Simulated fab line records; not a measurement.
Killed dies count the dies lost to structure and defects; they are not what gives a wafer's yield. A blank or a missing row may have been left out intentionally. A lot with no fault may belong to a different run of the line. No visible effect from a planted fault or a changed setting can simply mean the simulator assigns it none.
Matching of chambers ; flow n5Finfet ; rieDiel-05 running N5_BEOL_M2_STRIP_36: 4 sister chambers
The step strips in N2/H2. 4 wafers are shown with their chamber, then 9 later ones without.

WAFERS, EACH WITH ITS CHAMBER
wafer;chamber;drypumpMotorCurrentA (A)
L082.6;2;6.2
L088.1;3;6.0
L088.2;1;6.5
L088.4;0;5.8

WAFERS WHOSE CHAMBER IS MISSING
wafer;drypumpMotorCurrentA (A)
L093.1;5.8
L093.2;6.5
L093.3;6.0
L092.2;5.9
L092.4;5.8
L092.6;5.8
L097.2;5.9
L097.4;6.5
L097.6;5.8

EACH ONE'S CHAMBER
wafer;from the rows above;in truth
L093.1;0;0
L093.2;1;1
L093.3;3;3
L092.2;can't be placed: 3 or 0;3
L092.4;0;0
L092.6;0;0
L097.2;can't be placed: 3 or 0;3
L097.4;1;1
L097.6;0;0
Placed correctly: 7 of 9. From these rows, 2 cannot be placed; in 2 the true chamber is one of the candidates. Number placed wrongly: 0.
How it was worked out, from the rows above alone: a wafer's distance from a chamber is the root of the sum, over the readings, of the square of ((its reading less the chamber's mean) divided by the reading's scatter). If the next closest chamber is less than 2 further off than the closest, the wafer can't be placed; otherwise it belongs to the closest. Each chamber's mean is taken over the wafers shown for it. The scatter: root of mean squared gap, hidden wafer to nearest shown wafer, with one shown wafer a chamber.
